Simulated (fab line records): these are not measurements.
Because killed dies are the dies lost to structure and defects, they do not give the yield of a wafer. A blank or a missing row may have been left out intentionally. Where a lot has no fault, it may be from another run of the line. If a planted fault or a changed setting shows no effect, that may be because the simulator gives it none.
fab line records ; flow n5Finfet ; part 2 of 2: steps 26 to 34 of 34
[record] lots = 5; wafers = 15; lastDay = 17
route steps=1938 shown BEOL_M10@1520 BEOL_M11@1536
lots that met no fault: taken from a fault-free run of the same line
startH: the number of hours between the record's first day and the start of the first shown wafer of the lot ; waitH: how many hours have passed since the lot's step before this one ; " the same as in the row above ; L1.1+2: several wafers, shown together as one row ; - no value present, or no start provided ; * or withheld: withheld ; < > ~ a bound
route shown NAME@n: NAME is a module with steps in the file, n the number in the route of the first one ; usual: the fault-free wafers' mean and standard deviation ; same: alike in all rows ; chamber/n: place in a boat ; sites: per-site readings ; _std_site: standard deviation across them ; _edge_site: outer sites' mean less inner sites' ; radiusMm: how far each site lies from the wafer's centre ; mask NAME#n: copy n ; behind: tool/chamber where the wafer was last shaped ; hold: cause of the lot's hold/its duration in hours/its outcome ; device: the n, p or np transistor that did not switch ; end of line: the tests these same wafers got at the end of their route ; step lacking rows: just its recipe ; killed: not the wafer's yield, but the dies lost to structure and defects at the first sort ; map: per-die view of a wafer (x killed, . not killed, _ where there is no die)
set.NAME: the run value of the setting; set.NAME@STEP: its run value at that earlier step ; model.NAME: the simulator's own value behind a step, which no gauge read
lots seen at some steps along the route; tables by step, rows by wafer
services: from which hour (startH, from the record's first day; less than 0 if before it) a tool's chamber was out of use, for how many hours, and why
[[steps]]
[step N5_BEOL_M11_SOFTBAKE_06]
[recipe] tempC = 110; timeS = 60; resist = CAR-ArF
lot.wafer;tool;chamber;startH;waitH
L080.1+3+4;lithoTrack-05;0;-;-
L081.4+5+6;lithoTrack-04;0;-;-
L088.1+4+6;lithoTrack-05;0;-;-
L092.1+2+3;lithoTrack-05;0;-;-
L096.2+5+6;lithoTrack-02;0;-;-
[step N5_BEOL_M11_EXPOSE_08]
[recipe] maskId = M11; na = 1.35; sourceShape = dipole; sigmaInner = 0.411; sigmaOuter = 0.611; polarization = te; doseMj = 53.75
[same] dipoleOpeningDeg = 40
lot.wafer;tool;chamber;startH;waitH;mask
L080.1+3+4;arfiScanner-02;0;268.60;-;M11#0
L081.4+5+6;arfiScanner-02;0;272.83;-;M11#0
L088.1+4+6;arfiScanner-01;0;311.85;-;M11#0
L092.1+2+3;arfiScanner-01;0;330.63;-;M11#0
L096.2+5+6;arfiScanner-02;0;357.39;-;M11#0
[step N5_BEOL_M11_PEB_09]
[recipe] pebTempC = withheld; pebTimeS = 60; resist = CAR-ArF
[same] pebTimeS = 60
lot.wafer;tool;chamber;startH;waitH
L080.1+3+4;lithoTrack-02;0;268.66;0.1
L081.4+5+6;lithoTrack-05;0;272.88;0.0
L088.1+4+6;lithoTrack-02;0;311.91;0.1
L092.1+2+3;lithoTrack-05;0;330.69;0.1
L096.2+5+6;lithoTrack-04;0;357.45;0.0
[step N5_BEOL_M11_DEVELOP_10]
[recipe] developTimeS = 30; developer = TMAH; resist = CAR-ArF; rinseLiquid = diw; dry = airSpin; devTempC = 23
[usual] developerTempC = 23.00/0.1
lot.wafer;tool;chamber;startH;waitH;developerTempC
L080.1;lithoTrack-02;0;-;-;22.90
L080.3;lithoTrack-02;0;-;-;23.03
L080.4;lithoTrack-02;0;-;-;23.02
L081.4;lithoTrack-05;0;-;-;23.14
L081.5;lithoTrack-05;0;-;-;23.08
L081.6;lithoTrack-05;0;-;-;23.22
L088.1;lithoTrack-02;0;-;-;23.05
L088.4;lithoTrack-02;0;-;-;22.94
L088.6;lithoTrack-02;0;-;-;22.84
L092.1;lithoTrack-05;0;-;-;23.03
L092.2;lithoTrack-05;0;-;-;22.84
L092.3;lithoTrack-05;0;-;-;22.92
L096.2;lithoTrack-04;0;-;-;23.17
L096.5;lithoTrack-04;0;-;-;22.97
L096.6;lithoTrack-04;0;-;-;23.11
[step N5_BEOL_M11_CD_MEAS_11]
[recipe] targetCdNm = 64.1; landingEnergyEv = 500; detector = seInlens; polarity = opening
[usual] cdNm = 64.1/0.59
lot.wafer;tool;chamber;startH;waitH;cdNm
L080.1;cdSem-01;0;268.73;-;63.7
L080.3;cdSem-01;0;268.73;-;64.3
L080.4;cdSem-01;0;268.73;-;64.4
L081.4;cdSem-02;0;272.94;-;64.8
L081.5;cdSem-02;0;272.94;-;63.4
L081.6;cdSem-02;0;272.94;-;63.2
L088.1;cdSem-03;0;311.98;-;65.0
L088.4;cdSem-03;0;311.98;-;64.9
L088.6;cdSem-03;0;311.98;-;64.3
L092.1;cdSem-03;0;330.75;-;64.1
L092.2;cdSem-03;0;330.75;-;64.5
L092.3;cdSem-03;0;330.75;-;64.7
L096.2;cdSem-01;0;357.52;-;64.3
L096.5;cdSem-01;0;357.52;-;63.9
L096.6;cdSem-01;0;357.52;-;63.8
[step N5_BEOL_M11_OVL_MEAS_12]
[recipe] pointsPerWafer = 44
[usual] M11_OVL = 0.3/0.82
lot.wafer;tool;chamber;startH;waitH;M11_OVL[nm]
L080.1;overlay-01;0;268.76;0.0;0.3
L080.3;overlay-01;0;268.76;0.0;-0.1
L080.4;overlay-01;0;268.76;0.0;-0.5
L081.4;overlay-01;0;272.97;0.0;-0.1
L081.5;overlay-01;0;272.97;0.0;-0.2
L081.6;overlay-01;0;272.97;0.0;0.6
L088.1;overlay-01;0;312.01;0.0;1.6
L088.4;overlay-01;0;312.01;0.0;0.3
L088.6;overlay-01;0;312.01;0.0;0.0
L092.1;overlay-02;0;330.78;0.0;0.9
L092.2;overlay-02;0;330.78;0.0;0.0
L092.3;overlay-02;0;330.78;0.0;-0.2
L096.2;overlay-02;0;357.55;0.0;-0.1
L096.5;overlay-02;0;357.55;0.0;0.8
L096.6;overlay-02;0;357.55;0.0;-1.0
[step N5_BEOL_M11_INSPECT_13]
[recipe] mode = adi; inspectInstrument = brightfield
[usual] rawDefectCount = 433/110
lot.wafer;tool;chamber;startH;waitH;rawDefectCount
L080.1;defectInspect-02;-;268.78;0.0;352
L080.3;defectInspect-02;-;268.78;0.0;526
L080.4;defectInspect-02;-;268.78;0.0;398
L081.4;defectInspect-02;-;272.99;0.0;514
L081.5;defectInspect-02;-;272.99;0.0;523
L081.6;defectInspect-02;-;272.99;0.0;570
L088.1;defectInspect-02;-;312.03;0.0;543
L088.4;defectInspect-02;-;312.03;0.0;546
L088.6;defectInspect-02;-;312.03;0.0;543
L092.1;defectInspect-01;-;330.81;0.0;588
L092.2;defectInspect-01;-;330.81;0.0;405
L092.3;defectInspect-01;-;330.81;0.0;414
L096.2;defectInspect-02;-;357.57;0.0;600
L096.5;defectInspect-02;-;357.57;0.0;447
L096.6;defectInspect-02;-;357.57;0.0;382
[step N5_BEOL_M11_DESCUM_16]
[recipe] chemistry = O2; timeS = 7.9; sourcePowerW = 50; biasPowerW = 20; pressureMtorr = 20; rfFrequencyHz = 2.712e+07; tempC = 40; resist = CAR-ArF; o2FlowSccm = 225
[usual] drypumpMotorCurrentA = 5.7/0.42; oesProductAu = 0.79/0.07; rfVppV = 243.3/1.6; showerheadPlenumPTorr = 2.10/0.084; throttleValvePct = 20.44/0.2
lot.wafer;tool;chamber;startH;waitH;drypumpMotorCurrentA;oesProductAu;rfHoursCounterH;rfVppV;showerheadPlenumPTorr;throttleValvePct
L080.1;rieDiel-04;2;268.82;0.0;4.8;0.71;207;241.9;2.16;20.24
L080.3;rieDiel-04;0;268.82;0.0;6.2;0.73;202;242.4;2.08;20.42
L080.4;rieDiel-04;3;268.82;0.0;6.0;0.73;184;242.0;1.99;20.39
L081.4;rieDiel-05;2;273.03;0.0;5.4;0.82;100;244.3;2.20;20.40
L081.5;rieDiel-05;1;273.03;0.0;5.3;0.83;-;245.1;2.20;20.25
L081.6;rieDiel-05;2;273.03;0.0;5.4;0.82;-;245.3;2.20;20.39
L088.1;rieDiel-03;1;313.37;1.3;6.0;0.70;233;240.8;1.98;20.52
L088.4;rieDiel-03;3;313.37;1.3;6.1;0.87;-;244.5;2.21;20.52
L088.6;rieDiel-03;1;313.37;1.3;6.0;0.71;-;241.0;1.98;20.50
L092.1;rieDiel-05;1;330.93;0.1;5.3;0.82;109;246.0;2.19;20.28
L092.2;rieDiel-05;0;330.93;0.1;6.3;0.81;103;242.2;2.02;20.74
L092.3;rieDiel-05;2;330.93;0.1;5.4;0.80;123;243.0;2.20;20.44
L096.2;rieDiel-05;2;357.60;0.0;5.4;0.79;132;243.1;2.19;20.46
L096.5;rieDiel-05;3;357.60;0.0;5.3;0.90;-;243.8;2.04;20.02
L096.6;rieDiel-05;2;357.60;0.0;5.4;0.79;-;245.2;2.19;20.46
[step N5_BEOL_M11_ETCH_61]
[recipe] chemistry = CF4; target = SiARC; targetDepthA = 390; maskMaterial = CAR-ArF; timeS = 65; ionEnergyEv = 80; pressureMtorr = 40; sourceW = 545; biasW = 36; Ar_flow_sccm = 100; cf4FlowSccm = 100; ends = cleared
[usual] drypumpMotorCurrentA = 5.7/0.42; etchRfOnTimeS = 64.7/1; oesProductAu = 0.68/0.06; rfVppV = 184.0/1.3; showerheadPlenumPTorr = 2.15/0.082; throttleValvePct = 15.63/0.19
lot.wafer;tool;chamber;startH;waitH;drypumpMotorCurrentA;etchRfOnTimeS;oesProductAu;rfHoursCounterH;rfVppV;showerheadPlenumPTorr;throttleValvePct
L080.1;rieDiel-04;2;268.85;0.0;4.8;65.6;0.60;207;186.3;2.21;15.53
L080.3;rieDiel-04;0;268.85;0.0;6.3;66.9;0.61;202;184.5;2.12;15.60
L080.4;rieDiel-04;3;268.85;0.0;6.0;64.1;0.62;184;183.7;2.05;15.64
L081.4;rieDiel-05;2;273.06;0.0;5.4;64.7;0.71;100;186.2;2.24;15.51
L081.5;rieDiel-05;1;273.06;0.0;5.4;63.1;0.71;-;184.4;2.25;15.41
L081.6;rieDiel-05;2;273.06;0.0;5.4;65.0;0.70;-;185.9;2.24;15.50
L088.1;rieDiel-03;1;313.40;0.0;6.0;64.9;0.59;233;182.3;2.03;15.71
L088.4;rieDiel-03;3;313.40;0.0;6.1;64.2;0.73;-;185.7;2.27;15.71
L088.6;rieDiel-03;1;313.40;0.0;6.0;64.9;0.61;-;181.4;2.03;15.71
L092.1;rieDiel-05;1;330.96;0.0;5.4;63.1;0.70;109;184.4;2.24;15.47
L092.2;rieDiel-05;0;330.96;0.0;6.3;63.9;0.69;103;182.3;2.07;15.84
L092.3;rieDiel-05;2;330.96;0.0;5.4;64.3;0.68;123;185.7;2.23;15.54
L096.2;rieDiel-05;2;357.64;0.0;5.4;65.3;0.67;132;184.7;2.23;15.56
L096.5;rieDiel-05;3;357.64;0.0;5.4;66.2;0.75;-;181.5;2.10;15.23
L096.6;rieDiel-05;2;357.64;0.0;5.4;65.1;0.68;-;184.4;2.23;15.57
[[services]]
tool;chamber;startH;hours;kind
pecvd-04;2;239.49;10.0;repair
rieDiel-05;1;245.40;1.7;repair
arfiScanner-01;-;251.08;0.4;repair
aldMetal-01;0;264.08;25.0;repair
cvdCo-01;-;264.18;1.5;repair
arfiScanner-01;-;269.72;1.3;pm
rieDiel-04;2;270.32;2.7;repair
arfiScanner-02;-;271.84;0.8;pm
uvCure-01;-;272.45;1.2;repair
cmp-01;-;272.53;4.6;pm
arfiScanner-02;-;292.34;0.3;repair
uvCure-01;-;301.21;7.1;pm
cmp-01;-;303.39;0.9;repair
arfiScanner-02;-;306.32;0.9;repair
pecvd-01;0;308.57;10.3;repair
arfiScanner-02;-;311.85;1.0;pm
uvCure-01;-;315.45;0.8;repair
uvCure-02;-;320.65;1.0;pm
pecvd-04;-;324.79;6.0;pm
cmp-01;-;328.46;8.8;repair
pecvd-01;-;334.76;2.8;pm
uvCure-02;-;335.99;0.7;repair
pvdSputter-03;-;340.49;2.0;repair
ecdCu-01;-;356.79;1.2;repair
